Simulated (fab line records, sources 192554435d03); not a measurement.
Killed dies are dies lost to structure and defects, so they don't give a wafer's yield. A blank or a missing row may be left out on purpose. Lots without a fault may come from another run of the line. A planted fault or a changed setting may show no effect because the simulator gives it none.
Chamber matching | flow n5_finfet | N5_BEOL_M0_CUTY_ETCH_62 on rie_diel-02: 4 sister chambers
The step etches SiARC in CF4, time 58.5 s. 14 wafers are shown with their chamber, then 7 later ones without.

WAFERS WITH THEIR CHAMBER
wafer  | chamber | showerhead_plenum_p_Torr (Torr) | drypump_motor_current_A (A) | throttle_valve_pct (%)
L078.3 | 1       | 2.06                            | 5.0                         | 15.63
L078.5 | 1       | 2.06                            | 5.0                         | 15.62
L078.6 | 2       | 2.22                            | 6.1                         | 16.00
L080.3 | 2       | 2.22                            | 6.2                         | 16.03
L080.5 | 1       | 2.06                            | 5.0                         | 15.63
L080.6 | 0       | 2.03                            | 5.9                         | 15.76
L082.1 | 1       | 2.06                            | 5.0                         | 15.64
L082.4 | 2       | 2.21                            | 6.1                         | 16.01
L082.5 | 0       | 2.03                            | 5.9                         | 15.77
L087.1 | 3       | 2.05                            | 6.1                         | 16.19
L087.3 | 0       | 2.03                            | 5.9                         | 15.78
L087.5 | 2       | 2.21                            | 6.2                         | 16.02
L090.3 | 3       | 2.05                            | 6.1                         | 16.20
L090.5 | 3       | 2.05                            | 6.1                         | 16.19

SIGNATURES (means of the wafers above)
reading                  | chamber 0 | chamber 1 | chamber 2 | chamber 3 | scatter within a chamber
showerhead_plenum_p_Torr | 2.0300    | 2.0600    | 2.2150    | 2.0500    | 0.00316
drypump_motor_current_A  | 5.900     | 5.000     | 6.150     | 6.100     | 0.0316
throttle_valve_pct       | 15.7700   | 15.6300   | 16.0150   | 16.1933   | 0.00983
Rule: a wafer's distance from a chamber is the root of the sum, over the readings, of the square of ((its reading less the chamber's mean) divided by the reading's scatter). The wafer belongs to the nearest chamber; if the next one is less than 2 further off, it can't be placed. The scatter: the root of (the sum of the squares of (reading less its chamber's mean) over the shown wafers, divided by (wafers less chambers)).

WAFERS WITHOUT THEIR CHAMBER
wafer  | showerhead_plenum_p_Torr (Torr) | drypump_motor_current_A (A) | throttle_valve_pct (%)
L090.6 | 2.21                            | 6.2                         | 16.04
L095.3 | 2.05                            | 5.0                         | 15.69
L095.4 | 2.20                            | 6.1                         | 16.08
L095.5 | 2.04                            | 6.1                         | 16.22
L096.3 | 2.02                            | 5.9                         | 15.84
L096.4 | 2.20                            | 6.1                         | 16.10
L096.5 | 2.02                            | 5.9                         | 15.84

WHICH CHAMBER EACH WENT THROUGH
wafer  | from the rows above | in truth
L090.6 | 2                   | 2
L095.3 | 1                   | 1
L095.4 | 2                   | 2
L095.5 | 3                   | 3
L096.3 | 0                   | 0
L096.4 | 2                   | 2
L096.5 | 0                   | 0
Placed correctly: 7 of 7. Can't be placed from these rows: 0. Placed wrongly: 0.
